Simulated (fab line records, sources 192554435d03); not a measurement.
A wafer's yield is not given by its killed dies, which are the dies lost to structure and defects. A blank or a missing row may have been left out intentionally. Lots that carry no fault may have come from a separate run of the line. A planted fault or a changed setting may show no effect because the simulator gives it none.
Chamber matching + flow n5 finfet + N5_SD_EPI_N_LINER_46 on ald sin-03: 4 sister chambers
The step material SiNx, target thk 3 nm. 8 wafers are shown with their chamber, then 8 later ones without.

WAFERS PAIRED WITH THEIR CHAMBERS
| wafer  | chamber | heater power w (W) |
|--------|---------|--------------------|
| L083.2 | 2       | 890                |
| L083.6 | 1       | 746                |
| L084.4 | 1       | 760                |
| L084.5 | 3       | 840                |
| L086.1 | 0       | 881                |
| L086.4 | 2       | 909                |
| L086.5 | 0       | 892                |
| L087.3 | 3       | 847                |

WAFERS WITH NO CHAMBER GIVEN
| wafer  | heater power w (W) |
|--------|--------------------|
| L087.4 | 892                |
| L087.6 | 848                |
| L095.2 | 823                |
| L095.3 | 890                |
| L095.6 | 770                |
| L097.1 | 836                |
| L097.4 | 765                |
| L097.6 | 908                |

THE CHAMBER EACH PASSED THROUGH
| wafer  | from the rows above     | in truth |
|--------|-------------------------|----------|
| L087.4 | can't be placed: 0 or 2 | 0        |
| L087.6 | 3                       | 3        |
| L095.2 | 3                       | 3        |
| L095.3 | can't be placed: 0 or 2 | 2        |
| L095.6 | 1                       | 1        |
| L097.1 | 3                       | 3        |
| L097.4 | 1                       | 1        |
| L097.6 | can't be placed: 2 or 0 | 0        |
Placed correctly: 5 of 8. Cannot be placed on the basis of these rows: 3; the candidates contain the true chamber in 3. Number placed wrongly: 0.
How it was worked out, from the rows above alone: a wafer's distance from a chamber is the root of the sum, over the readings, of the square of ((its reading less the chamber's mean) divided by the reading's scatter). If the next closest chamber is less than 2 further off than the closest, the wafer can't be placed; otherwise it belongs to the closest. The mean given for a chamber averages the wafers shown for that chamber. The scatter is the square root of a quotient: the sum, over the shown wafers, of each reading's squared deviation from its chamber's mean, divided by wafers minus chambers.
